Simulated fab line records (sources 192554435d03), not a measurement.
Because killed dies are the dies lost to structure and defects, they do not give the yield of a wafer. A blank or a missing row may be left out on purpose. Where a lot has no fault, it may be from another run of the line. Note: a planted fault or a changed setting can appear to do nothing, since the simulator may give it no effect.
fab line records | flow n5_finfet | part 1 of 2: steps 1 to 19 of 26
record: lots: 5 | wafers: 15 | last_day: 16
route steps=1938 shown BEOL_M9@1419
lots that met no fault: taken from a fault-free run of the same line
start_h: hours from the record's opening day to when the first of the lot's shown wafers began | wait_h: hours since the lot's step before | " repeats the value in the row above | L1.1+2: a single row standing in for several wafers | - either no value or no given start | * or withheld: withheld | < > ~ a bound
route shown NAME@n: a module of which the file shows steps, and the number in the route of the first | usual: mean/standard deviation of fault-free wafers | same: alike in all rows | chamber/n: place in a boat | sites: readings site by site | _std_site: standard deviation of those values | _edge_site: outer sites' mean less inner sites' | radius_mm: how far each site lies from the wafer's centre | mask NAME#n: copy n | behind: the tool/chamber that last shaped the wafer | hold: what put the lot on hold/how long, in hours/how the hold closed | device: which transistor (n, p or np) failed to switch | end of line: at the end of the route, the tests of the same wafers | step lacking rows: just its recipe | killed: at the first sort, the dies lost to defects and structure; wafer yield is something else | map: the dies of a wafer, with x for killed, . for not killed, _ for no die there
set.NAME: the setting the step ran with; set.NAME@STEP: the setting that earlier step ran with | model.NAME: the simulator's own value behind a step, which no gauge read
certain route steps with their lots: each step a table, each wafer a row
services: from which hour (start_h, from the record's first day; less than 0 if before it) a tool's chamber was out of use, for how many hours, and why
== steps ==
step: N5_BEOL_M9_ETCH_62
recipe: chemistry: N2/H2 | target: SOC | target_depth_a: 1100 | overetch_a: 220 | mask_material: SiARC | temp_c: 40 | time_s: 165 | ion_energy_ev: 200 | pressure_mtorr: 30 | source_w: 840 | bias_w: 150 | n2_flow_sccm: 200 | h2_flow_sccm: 200
usual: drypump_motor_current_A: 5.6/0.35 | oes_product_au: 0.67/0.058 | rf_vpp_V: 524.4/2.6 | showerhead_plenum_p_Torr: 2.56/0.089 | temp_c: 40.00/0.11 | throttle_valve_pct: 17.7/0.31
lot.wafer | tool        | chamber | start_h | wait_h | drypump_motor_current_A | oes_product_au | rf_hours_counter_h | rf_vpp_V | showerhead_plenum_p_Torr | temp_c | throttle_valve_pct
L082.2    | rie_diel-06 | 1       | 249.06  | 0.0    | 5.9                     | 0.71           | 60                 | 525.3    | 2.57                     | 39.96  | 17.3
L082.3    | "           | 2       | "       | "      | 5.2                     | 0.59           | 230                | 522.5    | 2.52                     | 39.91  | 18.2
L082.6    | "           | 1       | "       | "      | 5.9                     | 0.71           | -                  | 525.3    | 2.57                     | 39.84  | 17.3
L086.3    | rie_diel-01 | 0       | 286.44  | 3.8    | 5.2                     | 0.60           | -                  | 526.2    | 2.63                     | 40.07  | 18.1
L086.5    | "           | 0       | "       | "      | 5.2                     | 0.59           | -                  | 526.7    | 2.63                     | 40.04  | 18.0
L086.6    | "           | 0       | "       | "      | 5.2                     | 0.60           | -                  | 526.1    | 2.63                     | 40.02  | 18.0
L088.1    | rie_diel-06 | 2       | 291.75  | 0.0    | 5.2                     | 0.59           | 246                | 521.8    | 2.51                     | 40.07  | 18.2
L088.3    | "           | 3       | "       | "      | 5.3                     | 0.68           | 99                 | 529.1    | 2.66                     | 39.98  | 17.8
L088.4    | "           | 1       | "       | "      | 5.9                     | 0.69           | 74                 | 523.7    | 2.56                     | 39.80  | 17.3
L090.1    | rie_diel-06 | 0       | 292.48  | 0.0    | 5.8                     | 0.73           | 73                 | 521.6    | 2.46                     | 40.06  | 17.7
L090.5    | "           | 1       | "       | "      | 5.9                     | 0.70           | -                  | 524.4    | 2.56                     | 40.08  | 17.3
L090.6    | "           | 2       | "       | "      | 5.2                     | 0.59           | -                  | 523.5    | 2.51                     | 40.07  | 18.2
L091.2    | rie_diel-01 | 3       | 308.39  | 0.0    | 6.2                     | 0.72           | 86                 | 521.6    | 2.46                     | 39.94  | 17.5
L091.5    | "           | 1       | "       | "      | 5.8                     | 0.59           | -                  | 521.1    | 2.51                     | 40.17  | 17.7
L091.6    | "           | 0       | "       | "      | 5.3                     | 0.59           | -                  | 526.0    | 2.63                     | 40.22  | 18.1
step: N5_BEOL_M9_STRIP_68
recipe: chemistry: N2/H2 | temp_c: 40 | n2_flow_sccm: 200 | h2_flow_sccm: 200 | rf_frequency_hz: 6e+07
lot.wafer  | tool        | chamber | start_h | wait_h
L082.2+3+6 | rie_diel-06 | 1,2,1   | 249.19  | 0.1
L086.3+5+6 | rie_diel-01 | 0       | 286.72  | 0.2
L088.1+3+4 | rie_diel-06 | 2,3,1   | 291.88  | 0.1
L090.1+5+6 | rie_diel-06 | 0,1,2   | 292.61  | 0.1
L091.2+5+6 | rie_diel-01 | 3,1,0   | 308.52  | 0.1
step: N5_BEOL_M9_STRIP_67
recipe: chemistry: CF4 | resist: SiARC | power_w: 300 | bias_power_w: 75 | pressure_mtorr: 50 | cf4_flow_sccm: 150 | rf_frequency_hz: 6e+07
usual: drypump_motor_current_A: 5.6/0.36 | oes_product_au: 0.79/0.069 | power_w: 300.0/0.96 | rf_vpp_V: 271.3/1.5 | showerhead_plenum_p_Torr: 1.81/0.057 | throttle_valve_pct: 13.56/0.29
lot.wafer | tool        | chamber | start_h | wait_h | drypump_motor_current_A | oes_product_au | power_w | rf_hours_counter_h | rf_vpp_V | showerhead_plenum_p_Torr | throttle_valve_pct
L082.2    | rie_diel-06 | 1       | 249.20  | 0.0    | 5.9                     | 0.84           | 299.8   | 60                 | 271.5    | 1.82                     | 13.10
L082.3    | "           | 2       | "       | "      | 5.2                     | 0.70           | 298.7   | 230                | 270.0    | 1.79                     | 14.03
L082.6    | "           | 1       | "       | "      | 5.9                     | 0.84           | 301.6   | -                  | 269.6    | 1.82                     | 13.10
L086.3    | rie_diel-01 | 0       | 286.76  | 0.0    | 5.2                     | 0.71           | 300.6   | -                  | 273.3    | 1.85                     | 13.76
L086.5    | "           | 0       | "       | "      | 5.2                     | 0.71           | 301.8   | -                  | 273.5    | 1.85                     | 13.77
L086.6    | "           | 0       | "       | "      | 5.2                     | 0.70           | 301.0   | -                  | 272.6    | 1.85                     | 13.76
L088.1    | rie_diel-06 | 2       | 291.89  | 0.0    | 5.2                     | 0.69           | 299.7   | 246                | 270.8    | 1.78                     | 14.05
L088.3    | "           | 3       | "       | "      | 5.3                     | 0.81           | 298.7   | 99                 | 273.0    | 1.90                     | 13.67
L088.4    | "           | 1       | "       | "      | 5.9                     | 0.83           | 300.8   | 74                 | 270.7    | 1.81                     | 13.15
L090.1    | rie_diel-06 | 0       | 292.62  | 0.0    | 5.8                     | 0.85           | 300.1   | 73                 | 271.5    | 1.76                     | 13.68
L090.5    | "           | 1       | "       | "      | 5.9                     | 0.82           | 299.2   | -                  | 270.5    | 1.81                     | 13.14
L090.6    | "           | 2       | "       | "      | 5.2                     | 0.69           | 300.0   | -                  | 270.7    | 1.78                     | 14.07
L091.2    | rie_diel-01 | 3       | 308.53  | 0.0    | 6.2                     | 0.85           | 299.2   | 86                 | 271.2    | 1.75                     | 13.43
L091.5    | "           | 1       | "       | "      | 5.9                     | 0.69           | 299.2   | -                  | 270.8    | 1.78                     | 13.62
L091.6    | "           | 0       | "       | "      | 5.2                     | 0.70           | 298.3   | -                  | 273.2    | 1.85                     | 13.79
step: N5_BEOL_M9_HM_OPEN_17
recipe: chemistry: Cl2/BCl3 | target_depth_a: 200 | overetch_a: 60 | target: TiN | mask_material: SOC | ion_energy_ev: 150 | pressure_mtorr: 10 | icp_w: 1000 | bias_w: 126 | Cl2_flow_sccm: 53.25 | bcl3_flow_sccm: 21.75 | Ar_flow_sccm: 25
usual: drypump_motor_current_A: 5.9/0.33 | mfc_cl2_sccm: 53.25/0.16 | oes_product_au: 0.68/0.095 | throttle_valve_pct: 22.28/0.26
lot.wafer | tool         | chamber | start_h | wait_h | drypump_motor_current_A | mfc_cl2_sccm | oes_product_au | rf_hours_counter_h | throttle_valve_pct
L082.2    | rie_metal-01 | 1       | 249.28  | 0.1    | 6.0                     | 53.05        | 0.57           | -                  | 22.45
L082.3    | "            | 1       | "       | "      | 6.0                     | 53.05        | 0.58           | -                  | 22.43
L082.6    | "            | 1       | "       | "      | 6.0                     | 52.95        | 0.57           | -                  | 22.46
L086.3    | rie_metal-03 | 0       | 286.85  | 0.1    | 6.1                     | 53.12        | 0.68           | -                  | 22.52
L086.5    | "            | 1       | "       | "      | 6.0                     | 53.32        | 0.82           | -                  | 21.89
L086.6    | "            | 0       | "       | "      | 6.0                     | 53.44        | 0.69           | -                  | 22.53
L088.1    | rie_metal-01 | 1       | 291.93  | 0.0    | 6.0                     | 53.09        | 0.58           | 101                | 22.45
L088.3    | "            | 0       | "       | "      | 4.9                     | 53.26        | 0.82           | -                  | 22.01
L088.4    | "            | 1       | "       | "      | 6.0                     | 53.06        | 0.57           | -                  | 22.47
L090.1    | rie_metal-01 | 0       | 292.66  | 0.0    | 4.9                     | 53.15        | 0.82           | 2                  | 22.02
L090.5    | "            | 1       | "       | "      | 6.0                     | 53.36        | 0.57           | -                  | 22.43
L090.6    | "            | 0       | "       | "      | 4.9                     | 53.14        | 0.84           | -                  | 22.02
L091.2    | rie_metal-03 | 0       | 308.60  | 0.1    | 6.0                     | 53.36        | 0.67           | -                  | 22.54
L091.5    | "            | 0       | "       | "      | 6.0                     | 53.06        | 0.67           | -                  | 22.52
L091.6    | "            | 0       | "       | "      | 6.0                     | 53.15        | 0.67           | -                  | 22.53
step: N5_BEOL_M9_STRIP_19
recipe: chemistry: O2 | power_w: 400 | temp_c: 40 | pressure_mtorr: 30 | rf_frequency_hz: 6e+07 | bias_power_w: 0 | overash_fraction: 0.2 | o2_flow_sccm: 225
usual: drypump_motor_current_A: 5.6/0.37 | oes_product_au: 0.78/0.073 | rf_vpp_V: 3.7/0.65 | showerhead_plenum_p_Torr: 2.10/0.084 | temp_c: 40.00/0.11 | throttle_valve_pct: 16.48/0.25
lot.wafer | tool        | chamber | start_h | wait_h | drypump_motor_current_A | oes_product_au | rf_hours_counter_h | rf_vpp_V | showerhead_plenum_p_Torr | temp_c | throttle_valve_pct
L082.2    | rie_diel-06 | 2       | 249.45  | 0.1    | 5.2                     | 0.70           | 231                | 4.9      | 2.06                     | 40.08  | 16.95
L082.3    | "           | 1       | "       | "      | 5.9                     | 0.85           | 60                 | 3.5      | 2.11                     | 40.04  | 16.07
L082.6    | "           | 0       | "       | "      | 5.8                     | 0.89           | -                  | 4.4      | 2.04                     | 39.83  | 16.67
L086.3    | rie_diel-03 | 1       | 286.98  | 0.1    | 6.0                     | 0.77           | 116                | 4.0      | 2.19                     | 40.08  | 16.26
L086.5    | "           | 1       | "       | "      | 6.0                     | 0.76           | -                  | 3.0      | 2.19                     | 40.16  | 16.24
L086.6    | "           | 2       | "       | "      | 5.2                     | 0.73           | -                  | 3.6      | 1.98                     | 40.12  | 16.28
L088.1    | rie_diel-06 | 3       | 292.05  | 0.1    | 5.3                     | 0.80           | 99                 | 3.6      | 2.20                     | 39.98  | 16.71
L088.3    | "           | 2       | "       | "      | 5.2                     | 0.68           | 246                | 3.3      | 2.05                     | 39.98  | 16.95
L088.4    | "           | 1       | "       | "      | 5.9                     | 0.82           | 74                 | 3.8      | 2.10                     | 40.13  | 16.10
L090.1    | rie_diel-06 | 0       | 292.89  | 0.2    | 5.8                     | 0.86           | 73                 | 3.9      | 2.03                     | 39.99  | 16.70
L090.5    | "           | 3       | "       | "      | 5.3                     | 0.80           | -                  | 3.5      | 2.20                     | 39.89  | 16.72
L090.6    | "           | 2       | "       | "      | 5.2                     | 0.68           | -                  | 4.0      | 2.05                     | 40.05  | 16.97
L091.2    | rie_diel-03 | 1       | 308.87  | 0.2    | 6.0                     | 0.77           | 122                | 3.4      | 2.19                     | 40.05  | 16.27
L091.5    | "           | 2       | "       | "      | 5.2                     | 0.73           | -                  | 3.2      | 1.98                     | 39.99  | 16.32
L091.6    | "           | 1       | "       | "      | 6.0                     | 0.77           | -                  | 3.4      | 2.19                     | 39.96  | 16.26
step: N5_BEOL_M9_CD_MEAS_18
recipe: pitch_nm: 140 | target_cd_nm: 70
usual: cd_nm: 70.0/0.6
lot.wafer | tool      | chamber | start_h | wait_h | cd_nm
L082.2    | cd_sem-03 | -       | 249.52  | 0.1    | 69.8
L082.3    | "         | -       | "       | "      | 70.2
L082.6    | "         | -       | "       | "      | 69.7
L086.3    | cd_sem-03 | -       | 287.06  | 0.1    | 71.0
L086.5    | "         | -       | "       | "      | 70.2
L086.6    | "         | -       | "       | "      | 71.4
L088.1    | cd_sem-01 | -       | 292.12  | 0.0    | 69.6
L088.3    | "         | -       | "       | "      | 70.3
L088.4    | "         | -       | "       | "      | 70.1
L090.1    | cd_sem-01 | -       | 292.96  | 0.0    | 69.7
L090.5    | "         | -       | "       | "      | 70.4
L090.6    | "         | -       | "       | "      | 70.3
L091.2    | cd_sem-03 | -       | 308.94  | 0.1    | 70.6
L091.5    | "         | -       | "       | "      | 69.1
L091.6    | "         | -       | "       | "      | 69.4
step: N5_BEOL_M9_COAT_63
recipe: resist: SOC | temp_c: 250 | time_s: 60 | spin_rpm: 1500 | resist_thk_nm: 60
usual: chill_plate_temp_C: 22.99/0.11
lot.wafer | tool           | chamber | start_h | wait_h | chill_plate_temp_C
L082.2    | litho_track-05 | 0       | 250.81  | 1.3    | 23.16
L082.3    | "              | 0       | "       | "      | 23.11
L082.6    | "              | 0       | "       | "      | 23.02
L086.3    | litho_track-02 | 0       | 287.09  | 0.0    | 22.79
L086.5    | "              | 0       | "       | "      | 22.94
L086.6    | "              | 0       | "       | "      | 22.89
L088.1    | litho_track-01 | 0       | 292.96  | 0.8    | 23.00
L088.3    | "              | 0       | "       | "      | 22.94
L088.4    | "              | 0       | "       | "      | 22.92
L090.1    | litho_track-05 | 0       | 293.01  | 0.0    | 22.93
L090.5    | "              | 0       | "       | "      | 23.08
L090.6    | "              | 0       | "       | "      | 22.82
L091.2    | litho_track-02 | 0       | 310.53  | 1.6    | 23.04
L091.5    | "              | 0       | "       | "      | 22.95
L091.6    | "              | 0       | "       | "      | 23.05
step: N5_BEOL_M9_COAT_64
recipe: resist: SiARC | temp_c: 220 | time_s: 60 | spin_rpm: 1500 | resist_thk_nm: 12
usual: chill_plate_temp_C: 23.01/0.1
lot.wafer | tool           | chamber | start_h | wait_h | chill_plate_temp_C
L082.2    | litho_track-05 | 0       | -       | -      | 22.99
L082.3    | "              | 0       | "       | "      | 23.13
L082.6    | "              | 0       | "       | "      | 23.07
L086.3    | litho_track-02 | 0       | -       | -      | 23.07
L086.5    | "              | 0       | "       | "      | 23.11
L086.6    | "              | 0       | "       | "      | 23.12
L088.1    | litho_track-01 | 0       | -       | -      | 23.05
L088.3    | "              | 0       | "       | "      | 23.02
L088.4    | "              | 0       | "       | "      | 22.96
L090.1    | litho_track-05 | 0       | -       | -      | 23.00
L090.5    | "              | 0       | "       | "      | 23.06
L090.6    | "              | 0       | "       | "      | 23.05
L091.2    | litho_track-02 | 0       | -       | -      | 23.17
L091.5    | "              | 0       | "       | "      | 23.02
L091.6    | "              | 0       | "       | "      | 23.13
step: N5_BEOL_M9_COAT_75
recipe: resist: underlayer | temp_c: 205 | time_s: 60 | spin_rpm: 1500 | resist_thk_nm: 5
usual: chill_plate_temp_C: 22.98/0.11
lot.wafer | tool           | chamber | start_h | wait_h | chill_plate_temp_C
L082.2    | litho_track-05 | 0       | -       | -      | 22.99
L082.3    | "              | 0       | "       | "      | 23.28
L082.6    | "              | 0       | "       | "      | 23.11
L086.3    | litho_track-02 | 0       | -       | -      | 22.85
L086.5    | "              | 0       | "       | "      | 22.86
L086.6    | "              | 0       | "       | "      | 22.77
L088.1    | litho_track-01 | 0       | -       | -      | 22.97
L088.3    | "              | 0       | "       | "      | 22.95
L088.4    | "              | 0       | "       | "      | 22.95
L090.1    | litho_track-05 | 0       | -       | -      | 23.05
L090.5    | "              | 0       | "       | "      | 23.09
L090.6    | "              | 0       | "       | "      | 22.97
L091.2    | litho_track-02 | 0       | -       | -      | 22.87
L091.5    | "              | 0       | "       | "      | 23.05
L091.6    | "              | 0       | "       | "      | 22.84
step: N5_BEOL_M9_COAT_22
recipe: resist: CAR-EUV | spin_rpm: 1500 | resist_thk_nm: 30
usual: chill_plate_temp_C: 23.03/0.1
lot.wafer | tool           | chamber | start_h | wait_h | chill_plate_temp_C
L082.2    | litho_track-05 | 0       | -       | -      | 23.10
L082.3    | "              | 0       | "       | "      | 23.04
L082.6    | "              | 0       | "       | "      | 23.09
L086.3    | litho_track-02 | 0       | -       | -      | 22.95
L086.5    | "              | 0       | "       | "      | 23.09
L086.6    | "              | 0       | "       | "      | 23.07
L088.1    | litho_track-01 | 0       | -       | -      | 22.84
L088.3    | "              | 0       | "       | "      | 22.93
L088.4    | "              | 0       | "       | "      | 22.81
L090.1    | litho_track-05 | 0       | -       | -      | 22.84
L090.5    | "              | 0       | "       | "      | 23.03
L090.6    | "              | 0       | "       | "      | 23.04
L091.2    | litho_track-02 | 0       | -       | -      | 22.94
L091.5    | "              | 0       | "       | "      | 22.91
L091.6    | "              | 0       | "       | "      | 22.93
step: N5_BEOL_M9_EBR_24
recipe: solvent: PGMEA | ebr_width_mm: 1.5
usual: chill_plate_temp_C: 23.02/0.11
lot.wafer | tool           | chamber | start_h | wait_h | chill_plate_temp_C
L082.2    | litho_track-05 | 0       | -       | -      | 23.14
L082.3    | "              | 0       | "       | "      | 23.17
L082.6    | "              | 0       | "       | "      | 22.96
L086.3    | litho_track-02 | 0       | -       | -      | 23.16
L086.5    | "              | 0       | "       | "      | 23.17
L086.6    | "              | 0       | "       | "      | 23.14
L088.1    | litho_track-01 | 0       | -       | -      | 23.08
L088.3    | "              | 0       | "       | "      | 23.08
L088.4    | "              | 0       | "       | "      | 22.84
L090.1    | litho_track-05 | 0       | -       | -      | 23.12
L090.5    | "              | 0       | "       | "      | 23.07
L090.6    | "              | 0       | "       | "      | 22.85
L091.2    | litho_track-02 | 0       | -       | -      | 23.06
L091.5    | "              | 0       | "       | "      | 23.19
L091.6    | "              | 0       | "       | "      | 23.13
step: N5_BEOL_M9_SOFTBAKE_23
recipe: temp_c: 110 | time_s: 60 | resist: CAR-EUV
usual: chill_plate_temp_C: 22.99/0.11
lot.wafer | tool           | chamber | start_h | wait_h | chill_plate_temp_C
L082.2    | litho_track-05 | 0       | -       | -      | 22.96
L082.3    | "              | 0       | "       | "      | 22.92
L082.6    | "              | 0       | "       | "      | 22.89
L086.3    | litho_track-02 | 0       | -       | -      | 23.06
L086.5    | "              | 0       | "       | "      | 22.93
L086.6    | "              | 0       | "       | "      | 22.99
L088.1    | litho_track-01 | 0       | -       | -      | 23.01
L088.3    | "              | 0       | "       | "      | 23.14
L088.4    | "              | 0       | "       | "      | 23.22
L090.1    | litho_track-05 | 0       | -       | -      | 23.08
L090.5    | "              | 0       | "       | "      | 23.16
L090.6    | "              | 0       | "       | "      | 23.00
L091.2    | litho_track-02 | 0       | -       | -      | 23.13
L091.5    | "              | 0       | "       | "      | 23.21
L091.6    | "              | 0       | "       | "      | 22.87
step: N5_BEOL_M9_EXPOSE_25
recipe: mask_id: V8 | na: 0.33 | source_shape: annular | sigma_inner: 0.4 | sigma_outer: 0.8 | polarization: unpolarized | dose_mj: 37.25
lot.wafer  | tool           | chamber | start_h | wait_h | mask
L082.2+3+6 | euv_scanner-02 | 0       | 250.96  | -      | V8#0
L086.3+5+6 | euv_scanner-02 | 0       | 287.26  | -      | V8#0
L088.1+3+4 | euv_scanner-02 | 0       | 293.09  | -      | V8#0
L090.1+5+6 | euv_scanner-02 | 0       | 293.42  | -      | V8#0
L091.2+5+6 | euv_scanner-01 | 0       | 310.67  | -      | V8#0
step: N5_BEOL_M9_PEB_26
recipe: peb_temp_c: 100 | peb_time_s: 60 | resist: CAR-EUV
usual: chill_plate_temp_C: 23.00/0.099
lot.wafer | tool           | chamber | start_h | wait_h | chill_plate_temp_C
L082.2    | litho_track-01 | 0       | 251.01  | 0.0    | 23.01
L082.3    | "              | 0       | "       | "      | 22.95
L082.6    | "              | 0       | "       | "      | 23.15
L086.3    | litho_track-01 | 0       | 287.31  | 0.0    | 23.11
L086.5    | "              | 0       | "       | "      | 23.18
L086.6    | "              | 0       | "       | "      | 23.00
L088.1    | litho_track-05 | 0       | 293.15  | 0.1    | 22.96
L088.3    | "              | 0       | "       | "      | 22.96
L088.4    | "              | 0       | "       | "      | 22.94
L090.1    | litho_track-02 | 0       | 293.49  | 0.1    | 23.09
L090.5    | "              | 0       | "       | "      | 22.92
L090.6    | "              | 0       | "       | "      | 23.01
L091.2    | litho_track-02 | 0       | 310.73  | 0.0    | 23.11
L091.5    | "              | 0       | "       | "      | 22.93
L091.6    | "              | 0       | "       | "      | 23.00
step: N5_BEOL_M9_DEVELOP_27
recipe: develop_time_s: 30 | developer: TMAH | resist: CAR-EUV | rinse_liquid: surfactant_rinse | dry: air_spin | dev_temp_c: 23
usual: chill_plate_temp_C: 23.02/0.1
lot.wafer | tool           | chamber | start_h | wait_h | chill_plate_temp_C
L082.2    | litho_track-01 | 0       | -       | -      | 23.03
L082.3    | "              | 0       | "       | "      | 22.97
L082.6    | "              | 0       | "       | "      | 22.86
L086.3    | litho_track-01 | 0       | -       | -      | 23.05
L086.5    | "              | 0       | "       | "      | 23.05
L086.6    | "              | 0       | "       | "      | 23.14
L088.1    | litho_track-05 | 0       | -       | -      | 22.92
L088.3    | "              | 0       | "       | "      | 23.03
L088.4    | "              | 0       | "       | "      | 23.02
L090.1    | litho_track-02 | 0       | -       | -      | 23.13
L090.5    | "              | 0       | "       | "      | 23.08
L090.6    | "              | 0       | "       | "      | 23.13
L091.2    | litho_track-02 | 0       | -       | -      | 23.10
L091.5    | "              | 0       | "       | "      | 23.18
L091.6    | "              | 0       | "       | "      | 22.80
step: N5_BEOL_M9_CD_MEAS_28
recipe: target_cd_nm: 70 | landing_energy_ev: 500 | detector: se_inlens | polarity: opening
usual: cd_nm: 70.1/0.32
lot.wafer | tool      | chamber | start_h | wait_h | cd_nm
L082.2    | cd_sem-02 | 0       | 251.08  | -      | 70.4
L082.3    | "         | 0       | "       | "      | 70.3
L082.6    | "         | 0       | "       | "      | 70.2
L086.3    | cd_sem-01 | 0       | 287.38  | -      | 71.1
L086.5    | "         | 0       | "       | "      | 70.0
L086.6    | "         | 0       | "       | "      | 70.3
L088.1    | cd_sem-03 | 0       | 293.22  | -      | 70.6
L088.3    | "         | 0       | "       | "      | 69.7
L088.4    | "         | 0       | "       | "      | 69.8
L090.1    | cd_sem-02 | 0       | 293.55  | -      | 69.4
L090.5    | "         | 0       | "       | "      | 69.6
L090.6    | "         | 0       | "       | "      | 69.6
L091.2    | cd_sem-02 | 0       | 310.80  | -      | 69.8
L091.5    | "         | 0       | "       | "      | 70.5
L091.6    | "         | 0       | "       | "      | 70.1
step: N5_BEOL_M9_OVL_MEAS_29
recipe: points_per_wafer: 522
usual: V8_OVL: -0.3/0.71
lot.wafer | tool       | chamber | start_h | wait_h | V8_OVL[nm]
L082.2    | overlay-01 | 0       | 251.11  | 0.0    | 0.1
L082.3    | "          | 0       | "       | "      | -0.1
L082.6    | "          | 0       | "       | "      | -0.4
L086.3    | overlay-01 | 0       | 287.42  | 0.0    | -0.4
L086.5    | "          | 0       | "       | "      | 1.1
L086.6    | "          | 0       | "       | "      | 0.4
L088.1    | overlay-02 | 0       | 293.25  | 0.0    | -2.0
L088.3    | "          | 0       | "       | "      | -0.8
L088.4    | "          | 0       | "       | "      | -0.3
L090.1    | overlay-01 | 0       | 293.58  | 0.0    | -0.4
L090.5    | "          | 0       | "       | "      | -0.5
L090.6    | "          | 0       | "       | "      | 0.3
L091.2    | overlay-02 | 0       | 310.83  | 0.0    | 0.0
L091.5    | "          | 0       | "       | "      | -0.7
L091.6    | "          | 0       | "       | "      | 0.2
step: N5_BEOL_M9_INSPECT_30
recipe: mode: adi | inspect_instrument: brightfield
usual: raw_defect_count: 442/93
lot.wafer | tool              | chamber | start_h | wait_h | raw_defect_count
L082.2    | defect_inspect-01 | -       | 251.17  | 0.0    | 522
L082.3    | "                 | -       | "       | "      | 401
L082.6    | "                 | -       | "       | "      | 393
L086.3    | defect_inspect-01 | -       | 287.47  | 0.0    | 351
L086.5    | "                 | -       | "       | "      | 776
L086.6    | "                 | -       | "       | "      | 569
L088.1    | defect_inspect-01 | -       | 293.31  | 0.1    | 579
L088.3    | "                 | -       | "       | "      | 577
L088.4    | "                 | -       | "       | "      | 472
L090.1    | defect_inspect-01 | -       | 293.64  | 0.1    | 373
L090.5    | "                 | -       | "       | "      | 415
L090.6    | "                 | -       | "       | "      | 444
L091.2    | defect_inspect-01 | -       | 310.88  | 0.0    | 459
L091.5    | "                 | -       | "       | "      | 347
L091.6    | "                 | -       | "       | "      | 625
step: N5_BEOL_M9_DESCUM_33
recipe: chemistry: O2 | time_s: 7 | source_power_w: 50 | bias_power_w: 20 | pressure_mtorr: 20 | rf_frequency_hz: 2.712e+07 | temp_c: 40 | resist: CAR-EUV | o2_flow_sccm: 225
usual: drypump_motor_current_A: 5.6/0.37 | oes_product_au: 0.79/0.081 | rf_vpp_V: 243.2/1.5 | showerhead_plenum_p_Torr: 2.10/0.077 | temp_c: 39.99/0.1 | throttle_valve_pct: 20.27/0.26
lot.wafer | tool        | chamber | start_h | wait_h | drypump_motor_current_A | oes_product_au | rf_hours_counter_h | rf_vpp_V | showerhead_plenum_p_Torr | temp_c | throttle_valve_pct
L082.2    | rie_diel-01 | 2       | 251.20  | 0.0    | 6.1                     | 0.69           | 240                | 243.1    | 1.99                     | 40.13  | 20.67
L082.3    | "           | 1       | "       | "      | 5.8                     | 0.69           | 217                | 242.2    | 2.07                     | 40.18  | 20.27
L082.6    | "           | 3       | "       | "      | 6.2                     | 0.84           | -                  | 241.7    | 2.03                     | 40.12  | 20.12
L086.3    | rie_diel-03 | 1       | 287.74  | 0.3    | 6.0                     | 0.76           | 116                | 244.0    | 2.19                     | 40.17  | 19.98
L086.5    | "           | 0       | "       | "      | 5.2                     | 0.80           | -                  | 244.6    | 2.21                     | 39.75  | 20.15
L086.6    | "           | 3       | "       | "      | 5.8                     | 0.93           | -                  | 244.3    | 2.14                     | 40.14  | 20.48
L088.1    | rie_diel-06 | 1       | 293.35  | 0.0    | 5.9                     | 0.82           | 75                 | 244.5    | 2.10                     | 39.91  | 19.83
L088.3    | "           | 3       | "       | "      | 5.3                     | 0.79           | 100                | 246.0    | 2.20                     | 39.95  | 20.45
L088.4    | "           | 2       | "       | "      | 5.2                     | 0.68           | 246                | 242.4    | 2.05                     | 40.19  | 20.66
L090.1    | rie_diel-06 | 2       | 293.77  | 0.1    | 5.2                     | 0.68           | 247                | 242.1    | 2.05                     | 39.99  | 20.66
L090.5    | "           | 3       | "       | "      | 5.3                     | 0.80           | -                  | 244.5    | 2.20                     | 40.07  | 20.45
L090.6    | "           | 2       | "       | "      | 5.2                     | 0.68           | -                  | 242.9    | 2.05                     | 39.89  | 20.66
L091.2    | rie_diel-06 | 3       | 310.92  | 0.0    | 5.3                     | 0.79           | 106                | 244.6    | 2.20                     | 40.14  | 20.49
L091.5    | "           | 3       | "       | "      | 5.3                     | 0.78           | -                  | 244.7    | 2.20                     | 39.84  | 20.48
L091.6    | "           | 1       | "       | "      | 5.9                     | 0.82           | -                  | 243.9    | 2.09                     | 40.04  | 19.82
